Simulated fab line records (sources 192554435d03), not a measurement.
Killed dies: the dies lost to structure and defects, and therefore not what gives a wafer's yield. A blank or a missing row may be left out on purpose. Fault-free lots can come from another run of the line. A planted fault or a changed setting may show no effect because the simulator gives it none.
fab line records	flow n5-finfet
record: lots: 6	wafers: 18	last-day: 18
route steps=1938 shown BEOL_M6@1231 PASSIVATION@1936
lots with no fault: from the same line, run without faults
start-h: hours from the record's first day to the start of the lot's first wafer shown	wait-h: hours since the lot's step before	" same as the row above	L1.1+2: a row that stands for several wafers	- no value, or no start was given	* or withheld: withheld	< > ~ a bound
route shown NAME@n: a module of which the file shows steps, and the number in the route of the first	usual: mean/standard deviation of fault-free wafers	same: alike in all rows	chamber/n: place in a boat	sites: each site's reading	_std_site: the values' standard deviation	_edge_site: the outer-site mean with the inner-site mean subtracted	radius-mm: how far each site lies from the wafer's centre	mask NAME#n: copy n	behind: tool/chamber where the wafer was last shaped	hold: reason for holding the lot/hours on hold/outcome of the hold	device: names the non-switching transistor (n, p or np)	end of line: at the end of the route, the tests of the same wafers	where a step has no rows: the recipe by itself	killed: count of dies lost to structure and defects at first sort (not the wafer's yield)	map: per-die view of a wafer (x killed, . not killed, _ where there is no die)
set.NAME: the setting the step ran with; set.NAME@STEP: the setting that earlier step ran with	model.NAME: the simulator's own value behind a step, which no gauge read
lots at selected steps of the route; one table per step, one row per wafer
services: the hour from which a tool's chamber was out of use, counted from the record's first day as start-h (under 0 if before that day), plus the number of hours and why
== steps ==
step: N5_BEOL_M6_ETCH_72
recipe: chemistry: N2/H2	target: underlayer	target-depth-a: 65	mask-material: CAR-EUV	time-s: 5.2	ion-energy-ev: 200	pressure-mtorr: 30	source-w: 840	bias-w: 150	n2-flow-sccm: 200	h2-flow-sccm: 200	ends: cleared
usual: chamber-pressure-mTorr: 30.00/0.04	drypump-motor-current-A: 5.6/0.54	etch-rf-on-time-s: 5.17/0.064	oes-product-au: 0.69/0.065	rf-vpp-V: 524.9/2.9	showerhead-plenum-p-Torr: 2.58/0.1	throttle-valve-pct: 17.83/0.24
lot.wafer	tool	chamber	start-h	wait-h	chamber-pressure-mTorr	drypump-motor-current-A	etch-rf-on-time-s	oes-product-au	rf-hours-counter-h	rf-vpp-V	showerhead-plenum-p-Torr	throttle-valve-pct
L917.2	rie-diel-03	3	246.22	0.0	29.99	4.9	5.18	0.60	223	523.1	2.61	18.26
L917.3	"	1	"	"	29.97	6.5	5.11	0.71	86	525.8	2.69	17.89
L917.5	"	2	"	"	29.99	5.3	5.23	0.60	-	520.1	2.42	18.12
L919.1	rie-diel-04	3	251.82	0.0	30.07	6.1	5.16	0.80	19	528.3	2.70	17.74
L919.4	"	1	"	"	29.97	5.0	5.30	0.70	50	527.7	2.70	17.69
L919.5	"	1	"	"	30.02	5.1	5.30	0.72	-	528.7	2.70	17.66
L922.2	rie-diel-03	3	267.44	0.0	30.03	4.9	5.21	0.59	232	527.8	2.61	18.24
L922.3	"	1	"	"	30.00	6.5	5.11	0.70	93	527.4	2.68	17.91
L922.5	"	3	"	"	29.95	4.8	5.21	0.60	-	525.3	2.61	18.27
L931.1	rie-diel-04	1	323.84	0.0	30.00	5.1	5.22	0.71	66	527.7	2.69	17.70
L931.3	"	2	"	"	30.07	6.1	5.21	0.64	147	526.2	2.54	17.69
L931.6	"	1	"	"	29.98	5.1	5.31	0.69	-	526.7	2.69	17.70
L932.1	rie-diel-03	0	325.16	0.0	29.98	5.5	5.14	0.75	50	521.1	2.47	17.49
L932.5	"	0	"	"	30.08	5.5	5.18	0.76	-	523.8	2.47	17.46
L932.6	"	1	"	"	30.01	6.4	5.21	0.68	-	528.3	2.68	17.94
L935.1	rie-diel-01	2	362.17	0.0	30.05	5.3	5.19	0.70	86	526.9	2.68	17.75
L935.3	"	3	"	"	30.03	6.3	5.10	0.69	94	521.1	2.46	17.98
L935.5	"	3	"	"	29.94	6.3	5.13	0.68	-	519.8	2.46	17.97
step: N5_BEOL_M6_ETCH_65
recipe: chemistry: CF4	target: SiARC	target-depth-a: 156	mask-material: CAR-EUV	time-s: 26	ion-energy-ev: 80	pressure-mtorr: 40	source-w: 545	bias-w: 36	Ar_flow_sccm: 100	cf4-flow-sccm: 100	ends: cleared
step: N5_BEOL_M6_ETCH_66
recipe: chemistry: N2/H2	target: SOC	target-depth-a: 800	overetch-a: 160	mask-material: SiARC	temp-c: 40	time-s: 120	ion-energy-ev: 200	pressure-mtorr: 30	source-w: 840	bias-w: 150	n2-flow-sccm: 200	h2-flow-sccm: 200
step: N5_BEOL_M6_STRIP_69
recipe: chemistry: N2/H2	temp-c: 40	n2-flow-sccm: 200	h2-flow-sccm: 200	rf-frequency-hz: 6e+07
step: N5_BEOL_M6_STRIP_73
recipe: chemistry: N2/H2	temp-c: 40	n2-flow-sccm: 200	h2-flow-sccm: 200	rf-frequency-hz: 6e+07
step: N5_BEOL_M6_VIA_ETCH_34
recipe: chemistry: C4F6/O2	target: SiCOH_lowk	target-depth-a: 1263	mask-material: SOC	taper-deg: 4	time-s: 50.9	ion-energy-ev: 250	pressure-mtorr: 30	source-w: 345	bias-w: 185	Ar_flow_sccm: 300	C4F6_flow_sccm: 10	O2_flow_sccm: 10
usual: chamber-pressure-mTorr: 30.004/0.025	drypump-motor-current-A: 5.6/0.54	mfc-ar-sccm: 299.9/0.95	oes-product-au: 0.81/0.077	rf-vpp-V: 667/6.5	showerhead-plenum-p-Torr: 2.89/0.11	throttle-valve-pct: 20.87/0.22
lot.wafer	tool	chamber	start-h	wait-h	chamber-pressure-mTorr	drypump-motor-current-A	mfc-ar-sccm	oes-product-au	rf-hours-counter-h	rf-vpp-V	showerhead-plenum-p-Torr	throttle-valve-pct
L917.2	rie-diel-03	3	246.36	0.0	30.012	4.8	300.1	0.70	223	671	2.93	21.22
L917.3	"	1	"	"	30.062	6.5	300.9	0.83	86	674	2.99	20.88
L917.5	"	2	"	"	29.995	5.3	298.6	0.70	-	658	2.71	21.09
L919.1	rie-diel-04	3	251.97	0.0	29.972	6.0	299.4	0.94	19	669	3.03	20.91
L919.4	"	1	"	"	30.046	5.1	299.1	0.83	50	668	2.99	20.52
L919.5	"	1	"	"	29.997	5.0	299.4	0.84	-	669	2.99	20.53
L922.2	rie-diel-03	3	267.59	0.0	30.021	4.8	298.5	0.71	232	670	2.93	21.23
L922.3	"	1	"	"	30.012	6.4	301.9	0.82	93	672	2.99	20.90
L922.5	"	3	"	"	30.000	4.9	299.6	0.70	-	669	2.92	21.23
L931.1	rie-diel-04	1	323.99	0.0	30.014	5.0	300.1	0.82	66	667	2.99	20.56
L931.3	"	2	"	"	30.039	6.1	301.3	0.75	147	656	2.85	20.74
L931.6	"	1	"	"	29.980	5.0	299.3	0.83	-	667	2.99	20.56
L932.1	rie-diel-03	0	325.31	0.0	30.044	5.5	299.1	0.88	51	664	2.76	20.57
L932.5	"	0	"	"	30.022	5.5	299.1	0.87	-	661	2.76	20.56
L932.6	"	1	"	"	29.988	6.5	300.5	0.79	-	671	2.98	20.91
L935.1	rie-diel-01	2	362.31	0.0	29.982	5.4	299.8	0.81	86	671	2.99	20.86
L935.3	"	3	"	"	30.020	6.3	300.8	0.81	94	657	2.77	21.01
L935.5	"	3	"	"	30.029	6.2	298.8	0.80	-	657	2.77	21.03
step: N5_BEOL_M6_STRIP_76
recipe: chemistry: C4F6/O2	resist: SiARC	rf-frequency-hz: 6e+07
step: N5_BEOL_M6_STRIP_36
recipe: chemistry: N2/H2	power-w: 450	temp-c: 40	pressure-mtorr: 20	rf-frequency-hz: 6e+07	overash-fraction: 0.3	bias-power-w: 7	h2-frac: 0.5	n2-flow-sccm: 200	h2-flow-sccm: 200
usual: bias-power-w: 7.001/0.02	chamber-pressure-mTorr: 20.000/0.029	drypump-motor-current-A: 5.6/0.54	oes-product-au: 0.81/0.077	rf-vpp-V: 59.3/1.6	showerhead-plenum-p-Torr: 2.58/0.1	throttle-valve-pct: 23.66/0.28
lot.wafer	tool	chamber	start-h	wait-h	bias-power-w	chamber-pressure-mTorr	drypump-motor-current-A	oes-product-au	rf-hours-counter-h	rf-vpp-V	showerhead-plenum-p-Torr	throttle-valve-pct
L917.2	rie-diel-03	3	246.41	0.0	6.998	19.992	4.8	0.70	223	58.1	2.61	24.12
L917.3	"	1	"	"	6.977	20.076	6.5	0.84	86	60.1	2.68	23.72
L917.5	"	2	"	"	6.983	19.995	5.3	0.71	-	58.1	2.41	23.91
L919.1	rie-diel-04	3	252.02	0.0	6.999	20.036	6.0	0.94	19	59.9	2.70	23.52
L919.4	"	1	"	"	6.982	19.936	5.0	0.86	50	60.3	2.70	23.63
L919.5	"	1	"	"	6.993	19.992	5.1	0.84	-	61.7	2.69	23.65
L922.2	rie-diel-03	3	267.64	0.0	6.978	20.003	4.8	0.70	232	58.5	2.61	24.13
L922.3	"	1	"	"	7.016	19.997	6.5	0.83	93	61.8	2.68	23.74
L922.5	"	3	"	"	6.987	19.990	4.8	0.71	-	60.8	2.61	24.17
L931.1	rie-diel-04	1	324.04	0.0	6.981	19.998	5.1	0.82	66	62.2	2.69	23.65
L931.3	"	2	"	"	7.009	20.000	6.1	0.74	147	60.4	2.53	23.43
L931.6	"	1	"	"	6.970	20.007	5.0	0.83	-	60.6	2.69	23.62
L932.1	rie-diel-03	0	325.36	0.0	6.990	19.984	5.5	0.87	51	59.1	2.47	23.19
L932.5	"	0	"	"	6.997	20.004	5.5	0.87	-	58.4	2.47	23.22
L932.6	"	1	"	"	7.008	19.966	6.5	0.80	-	57.8	2.67	23.73
L935.1	rie-diel-01	2	362.36	0.0	7.014	19.995	5.3	0.82	86	58.9	2.67	23.59
L935.3	"	3	"	"	6.975	19.914	6.3	0.80	94	62.1	2.46	23.84
L935.5	"	3	"	"	7.029	20.046	6.3	0.80	-	60.0	2.46	23.87
step: N5_BEOL_M6_TRENCH_ETCH_37
recipe: chemistry: C4F6/O2	target-depth-a: 944.35	target: SiCOH_lowk	time-s: 31.5	ion-energy-ev: 250	pressure-mtorr: 30	source-w: 345	bias-w: 185	Ar_flow_sccm: 300	C4F6_flow_sccm: 10	O2_flow_sccm: 10
step: N5_BEOL_M6_ETCH_41
recipe: chemistry: CH3F/O2	target: SiCN	target-depth-a: 297	taper-deg: 2	time-s: 52	ion-energy-ev: 120	mask-material: TiN	pressure-mtorr: 30	source-w: 395	bias-w: 75	Ar_flow_sccm: 150	CH3F_flow_sccm: 30	O2_flow_sccm: 20
step: N5_BEOL_M6_STRIP_80
recipe: chemistry: N2/H2	time-s: 10	power-w: 450	temp-c: 40	pressure-mtorr: 20	rf-frequency-hz: 6e+07	bias-power-w: 7	n2-flow-sccm: 200	h2-flow-sccm: 200
step: N5_BEOL_M6_OCD_MEAS_38
usual: trench-depth-nm: 94.8/1.3
lot.wafer	tool	chamber	start-h	wait-h	trench-depth-nm
L917.2	ocd-02	-	246.61	-	93.8
L917.3	"	-	"	"	96.0
L917.5	"	-	"	"	93.2
L919.1	ocd-01	-	252.21	-	96.3
L919.4	"	-	"	"	92.8
L919.5	"	-	"	"	93.0
L922.2	ocd-02	-	267.84	-	94.6
L922.3	"	-	"	"	96.6
L922.5	"	-	"	"	93.7
L931.1	ocd-01	-	324.23	-	93.2
L931.3	"	-	"	"	94.9
L931.6	"	-	"	"	93.3
L932.1	ocd-02	-	325.56	-	95.1
L932.5	"	-	"	"	95.1
L932.6	"	-	"	"	94.9
L935.1	ocd-02	-	362.57	-	94.7
L935.3	"	-	"	"	95.5
L935.5	"	-	"	"	95.7
step: N5_BEOL_M6_HM_STRIP_39
recipe: chemistry: peroxide-tin-strip	material: TiN	target-depth-a: 250	temp-c: 50	time-s: 158
usual: bath-guard-temp-C: 50.0/0.5	bath-heat-duty-pct: 7.1/1
lot.wafer	tool	chamber	start-h	wait-h	bath-guard-temp-C	bath-heat-duty-pct	model.TiN_of_BEOL_M6_HM_DEP_02.thk-nm
L917.2	wet-bench-03	7	246.64	0.0	49.2	6.1	0
L917.3	"	0	"	"	49.5	7.2	0
L917.5	"	3	"	"	49.7	7.7	0
L919.1	wet-bench-06	4	252.25	0.0	-	-	17
L919.4	"	2	"	"	-	-	17.2
L919.5	"	6	"	"	-	-	17
L922.2	wet-bench-06	1	267.87	0.0	-	-	17.2
L922.3	"	0	"	"	-	-	17.4
L922.5	"	7	"	"	-	-	17.4
L931.1	wet-bench-04	1	324.26	0.0	49.3	7.5	0
L931.3	"	3	"	"	49.8	6.2	0
L931.6	"	4	"	"	50.3	6.5	0
L932.1	wet-bench-04	4	325.59	0.0	50.9	5.8	0
L932.5	"	3	"	"	50.0	6.2	0
L932.6	"	1	"	"	49.6	7.3	0
L935.1	wet-bench-06	2	362.60	0.0	50.5	5.8	0
L935.3	"	3	"	"	50.7	8.3	0
L935.5	"	1	"	"	49.6	6.3	0
step: N5_BEOL_M6_SRD_40
recipe: time-s: 30	temp-c: 23	rinse-liquid: diw	dry: ipa-marangoni
step: N5_BEOL_M6_PRECLEAN_42
recipe: chemistry: residue-remover	time-s: 60	temp-c: 40
lot.wafer	tool	chamber	start-h	wait-h	model.TiN_of_BEOL_M6_HM_DEP_02.thk-nm
L917.2+3+5	wet-bench-03	7,0,3	246.70	0.0	0
L919.1+5	wet-bench-06	4,6	252.31	0.0	6
L919.4	"	2	"	"	6.2
L922.2	wet-bench-06	1	267.93	0.0	6.2
L922.3+5	"	0,7	"	"	6.4
L931.1+3+6	wet-bench-04	1,3,4	324.33	0.0	0
L932.1+5+6	wet-bench-04	4,3,1	325.65	0.0	0
L935.1+3+5	wet-bench-06	2,3,1	362.66	0.0	0
step: N5_BEOL_M6_SRD_43
recipe: time-s: 30	temp-c: 23	rinse-liquid: diw	dry: ipa-marangoni
step: N5_BEOL_M6_CD_MEAS_35
recipe: target-cd-nm: 40	target-cd-y-nm: 28	polarity: opening
usual: cd-nm: 40.2/0.55
lot.wafer	tool	chamber	start-h	wait-h	cd-nm
L917.2	cd-sem-02	-	246.76	0.0	39.5
L917.3	"	-	"	"	40.3
L917.5	"	-	"	"	39.8
L919.1	cd-sem-02	-	252.37	0.0	39.8
L919.4	"	-	"	"	39.5
L919.5	"	-	"	"	40.2
L922.2	cd-sem-01	-	267.99	0.0	39.9
L922.3	"	-	"	"	39.8
L922.5	"	-	"	"	39.9
L931.1	cd-sem-03	-	324.38	0.0	40.6
L931.3	"	-	"	"	40.5
L931.6	"	-	"	"	40.9
L932.1	cd-sem-01	-	325.71	0.0	39.4
L932.5	"	-	"	"	38.8
L932.6	"	-	"	"	39.7
L935.1	cd-sem-01	-	362.72	0.0	40.3
L935.3	"	-	"	"	40.8
L935.5	"	-	"	"	40.6
step: N5_BEOL_M6_CURE_75
recipe: temp-c: 370	time-s: 120	ambient: DMADMS/He	material: SiCOH_lowk
step: N5_BEOL_M6_DEGAS_44
recipe: ambient: vacuum	temp-c: 250	time-s: 60
step: N5_BEOL_M6_PRE_CLEAN_45
recipe: gas: H2/He	time-s: 30	temp-c: 250
step: N5_BEOL_M6_ALD_77
recipe: material: TaN	target-thk-a: 20	temp-c: 275	ald-precursor-family: PDMAT	ald-co-reactant: NH3	pressure-torr: 3	carrier-flow-sccm: 1500	pulse-time-s: 2	purge-time-s: 3	co-reactant-purge-time-s: 2	co-reactant-pulse-time-s: 3	ald-cycles: 40	precursor-vessel-temp-c: 75	precursor-vessel-pressure-torr: 26.25	precursor-vessel-carrier-sccm: 1000
usual: heater-power-w: 425/39
lot.wafer	tool	chamber	start-h	wait-h	heater-power-w
L917.2	ald-metal-02	2	247.35	0.1	456
L917.3	"	0	"	"	490
L917.5	"	2	"	"	452
L919.1	ald-metal-02	2	254.20	0.0	466
L919.4	"	3	"	"	463
L919.5	"	3	"	"	453
L922.2	ald-metal-01	0	268.45	0.0	406
L922.3	"	2	"	"	483
L922.5	"	1	"	"	424
L931.1	ald-metal-01	0	325.70	0.1	402
L931.3	"	2	"	"	468
L931.6	"	3	"	"	406
L932.1	ald-metal-01	1	326.37	0.1	417
L932.5	"	3	"	"	400
L932.6	"	0	"	"	407
L935.1	ald-metal-03	2	363.55	0.0	325
L935.3	"	0	"	"	384
L935.5	"	1	"	"	451
step: N5_BEOL_M6_SURFACE_TREAT_79
recipe: gas: Ar	time-s: *	ion-energy-ev: *	ion-current-ma-cm2: 0.5	pressure-mtorr: *	ar-flow-sccm: 30
step: N5_BEOL_M6_CVD_78
recipe: material: Co	target-thk-a: 20	temp-c: withheld	precursor: CCTBA/H2	pressure-torr: 30	time-s: 142.3
step: N5_BEOL_M6_SPUTTER_48
recipe: material: Cu	target-thk-a: 100	temp-c: -20	bias-v: 60	power-w: 26000	chamber-pressure-pa: 0.13	time-s: 1.667
step: N5_BEOL_M6_ECD_50
recipe: material: Cu	target-thk-a: 3000
step: N5_BEOL_M6_ANNEAL_51
recipe: temp-c: 225	time-s: 90	ambient: N2
usual: wafer_temp_C_max: 225.70/0.18
lot.wafer	tool	chamber	start-h	wait-h	wafer_temp_C_max
L917.2	rtp-anneal-02	0	249.83	0.1	225.79
L917.3	"	0	"	"	225.85
L917.5	"	0	"	"	225.75
L919.1	rtp-anneal-01	0	254.93	0.1	225.63
L919.4	"	0	"	"	225.49
L919.5	"	0	"	"	225.55
L922.2	rtp-anneal-01	0	270.28	0.7	225.83
L922.3	"	0	"	"	225.42
L922.5	"	0	"	"	225.55
L931.1	rtp-anneal-02	0	327.03	0.5	225.82
L931.3	"	0	"	"	225.59
L931.6	"	0	"	"	225.57
L932.1	rtp-anneal-02	0	327.72	0.1	225.90
L932.5	"	0	"	"	225.81
L932.6	"	0	"	"	225.66
L935.1	rtp-anneal-02	0	364.58	0.1	225.94
L935.3	"	0	"	"	225.71
L935.5	"	0	"	"	225.73
step: N5_BEOL_M6_CMP_52
recipe: stop-on: SiCOH_lowk	t-overpolish-s: 6.9	down-force-psi: 1	platen-rpm: 50	clearing-platen-down-force-psi: 1.5	clearing-platen-rpm: 50	post-cmp-clean: cu-alkaline	target-thk-nm: 80	clearing-platen-pad-velocity-m-s: 0.99484	pad-velocity-m-s: 0.99484
usual: barrier-field-endpoint-s: 29.1/0.62	motor-current-A: 5.8/0.61
lot.wafer	tool	chamber	start-h	wait-h	barrier-field-endpoint-s	motor-current-A
L917.3	cmp-04	1	250.09	0.2	29.5	6.3
L917.2	"	2	"	"	29.1	5.6
L917.5	"	1	"	"	29.8	6.5
L919.1	cmp-03	0	255.23	0.3	36.0	6.2
L919.4	"	2	"	"	37.2	5.7
L919.5	"	1	"	"	35.8	6.0
L922.2	cmp-03	2	270.61	0.3	37.2	5.7
L922.3	"	3	"	"	36.8	6.6
L922.5	"	1	"	"	37.9	6.4
L931.1	cmp-03	1	327.33	0.3	28.7	6.5
L931.3	"	0	"	"	28.2	5.8
L931.6	"	1	"	"	28.7	6.1
L932.1	cmp-04	3	328.02	0.3	29.3	6.0
L932.6	"	3	"	"	29.1	5.8
L932.5	"	0	"	"	28.7	4.9
L935.1	cmp-01	3	364.88	0.3	29.2	5.7
L935.3	"	1	"	"	28.5	6.1
L935.5	"	3	"	"	29.4	5.3
step: N5_BEOL_M6_THK_MEAS_53
recipe: thk-meas-gauge: xrf	reads: Cu_of_BEOL_M6_ECD_50
usual: M6_THK: 81.6/1.7
lot.wafer	tool	chamber	start-h	wait-h	M6_THK[nm]
L917.2	film-metro-01	-	250.38	-	83.5
L917.3	"	-	"	"	86.2
L917.5	"	-	"	"	83.0
L919.1	film-metro-02	-	255.52	-	83.2
L919.4	"	-	"	"	80.7
L919.5	"	-	"	"	79.8
L922.2	film-metro-01	-	270.83	-	81.8
L922.3	"	-	"	"	83.1
L922.5	"	-	"	"	79.7
L931.1	film-metro-02	-	327.62	-	78.4
L931.3	"	-	"	"	79.3
L931.6	"	-	"	"	79.1
L932.1	film-metro-02	-	328.31	-	82.1
L932.5	"	-	"	"	80.6
L932.6	"	-	"	"	80.9
L935.1	film-metro-01	-	365.17	-	80.7
L935.3	"	-	"	"	83.0
L935.5	"	-	"	"	83.0
step: N5_PASSIVATION_PROBE_49
usual: defect-limited-yield: 91.1/1.5	killed_at_M0_to_M3: 36/11	killed_at_M4_up: 14/5.6	killed-at-contacts: 11/5.6	killed-at-front-end: 40/12	killed-at-other: 4/3.2	killed-dies: 105/17	killed-open: 69/12	killed-short: 34/8.4	sort_bin_5_function: 5.2/0.95	sort_bin_6_memory: 3.3/0.63	sort-n-pass: 1075/17	sort-yield-pct: 91.1/1.5
same: gross-dies: 1180	killed-at-back-side: 0	sort_bin_4_leakage[%]: 0	sort_bin_8_speed[%]: 0
lot.wafer	tool	chamber	start-h	wait-h	defect-limited-yield[%]	killed_at_M0_to_M3	killed_at_M4_up	killed-at-contacts	killed-at-front-end	killed-at-other	killed-dies	killed-open	killed-short	sort_bin_5_function[%]	sort_bin_6_memory[%]	sort-n-pass	sort-yield-pct[%]
L917.2	prober-01	-	339.16	0.1	92.1	43	11	5	33	1	93	70	20	4.4	3.4	1087	92.1
L917.3	prober-01	-	339.21	0.1	92.0	20	8	11	50	5	94	58	34	4.5	3.2	1086	92.0
L919.1	prober-01	-	339.77	0.0	91.5	19	20	9	52	0	100	62	37	5.1	3.2	1080	91.5
L919.4	prober-01	-	339.92	0.2	88.8	29	25	5	73	0	132	81	45	6.1	4.5	1048	88.8
L919.5	prober-01	-	339.97	0.2	89.9	20	15	10	73	1	119	63	52	6.0	3.5	1061	89.9
L922.2	prober-02	-	357.46	0.1	92.1	31	11	9	41	1	93	54	37	4.0	3.7	1087	92.1
L922.3	prober-02	-	357.51	0.1	89.7	48	11	7	55	1	122	69	43	5.8	3.6	1058	89.7
L922.5	prober-02	-	357.61	0.2	91.4	31	11	13	41	6	102	72	24	4.9	2.9	1078	91.4
L932.1	prober-02	-	413.11	0.0	89.4	53	7	20	36	9	125	77	48	6.5	3.4	1055	89.4
L932.5	prober-02	-	413.31	0.2	91.8	27	14	10	46	0	97	65	28	4.4	3.3	1083	91.8
L932.6	prober-02	-	413.36	0.3	91.3	39	14	12	37	1	103	68	35	5.6	2.9	1077	91.3
killed by level:class
L917.2 BEOL_M2:geometric-particle:open=20 FIN_SAQP:geometric-particle:open=10 BEOL_M3:geometric-particle:open=9 DUMMY_GATE:geometric-particle:open=4 GATE_CUT:geometric-particle:short=4 MOL_CONTACT_COAG:geometric-particle:open=4 BEOL_M0_SAQP:geometric-particle:open=4 BEOL_M8:geometric-particle:open=4
L917.3 FIN_SAQP:geometric-particle:short=14 STI_FIN_REVEAL:geometric-particle:open=14 MOL_CONTACT_COAG:geometric-particle:open=9 FIN_SAQP:geometric-particle:open=6 STI_FIN_REVEAL:geometric-particle:short=4 GATE_CUT:geometric-particle:open=4 BEOL_M2:geometric-particle:open=4 BEOL_M4:geometric-particle:open=4
L919.1 FIN_SAQP:geometric-particle:short=12 BEOL_M4:geometric-particle:open=12 FIN_SAQP:geometric-particle:open=8 MOL_CONTACT_COAG:geometric-particle:open=6 BEOL_M1:geometric-particle:open=6 DUMMY_GATE:geometric-particle:open=5 BEOL_M0_SAQP:geometric-particle:open=5 STI_FIN_REVEAL:geometric-particle:open=4
L919.4 FIN_SAQP:geometric-particle:short=15 BEOL_M4:geometric-particle:open=14 STI_FIN_REVEAL:geometric-particle:open=12 FIN_SAQP:geometric-particle:open=11 GATE_CUT:geometric-particle:short=9 BEOL_M0_SAQP:geometric-particle:open=8 DUMMY_GATE:geometric-particle:open=7 BEOL_M0_SAQP:geometric-particle:short=6
L919.5 FIN_SAQP:geometric-particle:short=22 STI_FIN_REVEAL:geometric-particle:open=19 FIN_SAQP:geometric-particle:open=10 MOL_CONTACT_COAG:geometric-particle:open=7 BEOL_M0_SAQP:geometric-particle:short=5 BEOL_M4:geometric-particle:short=4 STARTING-WAFER:geometric-particle:short=4 BEOL_M1:geometric-particle:open=4
L922.2 FIN_SAQP:geometric-particle:short=10 FIN_SAQP:geometric-particle:open=10 BEOL_M0_SAQP:geometric-particle:open=8 DUMMY_GATE:geometric-particle:open=6 MOL_CONTACT_COAG:geometric-particle:open=5 BEOL_M0_SAQP:geometric-particle:short=5 BEOL_M1:geometric-particle:open=5 BEOL_M2:geometric-particle:open=5
L922.3 BEOL_M3:geometric-particle:open=16 BEOL_M0_SAQP:geometric-particle:short=11 FIN_SAQP:geometric-particle:short=9 HKMG_FIN:area-etch=9 FIN_SAQP:geometric-particle:open=7 BEOL_M0_SAQP:geometric-particle:open=7 GATE_CUT:geometric-particle:short=6 MOL_CONTACT_COAG:geometric-particle:open=6
L922.5 FIN_SAQP:geometric-particle:open=10 STI_FIN_REVEAL:geometric-particle:open=10 MOL_CONTACT_COAG:geometric-particle:open=10 BEOL_M0_SAQP:geometric-particle:short=8 BEOL_M0_SAQP:geometric-particle:open=8 BEOL_M4:geometric-particle:open=7 BEOL_M1:geometric-particle:open=6 HKMG_FIN:area-etch=5
L932.1 MOL_CONTACT_COAG:geometric-particle:open=13 BEOL_M0_SAQP:geometric-particle:short=12 BEOL_M2:geometric-particle:open=10 FIN_SAQP:geometric-particle:open=9 BEOL_M1:geometric-particle:open=8 DUMMY_GATE:geometric-particle:open=7 MOL_CONTACT_COAG:geometric-particle:short=7 BEOL_M3:geometric-particle:short=6
L932.5 FIN_SAQP:geometric-particle:open=13 MOL_CONTACT_COAG:geometric-particle:open=10 FIN_SAQP:geometric-particle:short=7 BEOL_M0_SAQP:geometric-particle:open=7 BEOL_M1:geometric-particle:open=6 BEOL_M2:geometric-particle:open=6 BEOL_M0_SAQP:geometric-particle:short=5 DUMMY_GATE:geometric-particle:open=4
L932.6 BEOL_M1:geometric-particle:open=15 FIN_SAQP:geometric-particle:open=10 MOL_CONTACT_COAG:geometric-particle:open=7 BEOL_M2:geometric-particle:open=7 DUMMY_GATE:geometric-particle:open=6 STI_FIN_REVEAL:geometric-particle:open=5 MOL_CONTACT_COAG:geometric-particle:short=5 BEOL_M5:geometric-particle:open=5
== services ==
tool	chamber	start-h	hours	kind
ald-metal-01	3	230.30	46.8	repair
cmp-04	-	233.82	0.3	repair
cmp-01	-	240.51	0.3	repair
wet-bench-04	-	242.27	1.9	pm
cmp-03	-	246.69	4.0	pm
cmp-04	-	264.04	5.4	repair
rie-diel-01	0	264.71	3.7	repair
cmp-01	-	265.45	0.5	repair
cmp-03	-	273.77	4.5	pm
ald-metal-03	2	279.44	5.9	repair
cmp-03	-	292.87	4.8	pm
rie-diel-04	1	294.03	23.1	repair
rie-diel-03	2	313.71	-	clean
rie-diel-03	2	313.71	-	consumable-replace:focus-ring
rie-diel-03	2	313.71	-	consumable-replace:showerhead
rie-diel-03	2	313.71	17.9	scheduled-down
cmp-04	-	316.71	4.0	pm
cmp-03	-	333.31	1.5	repair
ald-metal-03	-	337.57	14.0	pm
cmp-03	-	341.65	1.3	repair
rie-diel-03	-	353.27	4.3	pm
cmp-03	-	356.61	1.8	repair
wet-bench-06	-	356.69	3.2	repair
ald-metal-02	1	360.37	25.1	repair
== key ==
first-sign: step: N5_BEOL_M6_HM_STRIP_39	reading: tool-record	direction: missing
effect: step: N5_BEOL_M6_CMP_52	reading: barrier-field-endpoint-s	direction: up	sigmas: 12	usual: 29.1	struck: 36.8
model-effect: step: N5_BEOL_M6_HM_STRIP_39	value: TiN_of_BEOL_M6_HM_DEP_02.thk-nm	without: 0	struck: 17.2
model-effect: step: N5_BEOL_M6_PRECLEAN_42	value: TiN_of_BEOL_M6_HM_DEP_02.thk-nm	without: 0	struck: 6.2
met-at N5_BEOL_M6_HM_STRIP_39
struck-wafers L919.1,L919.4,L919.5,L922.2,L922.3,L922.5
fault: kind: skipped-step-whole	tool: wet-bench-06	chamber: -	onset-h: 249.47	steps: N5_BEOL_M6_HM_STRIP_39	scope: struck-lots-only
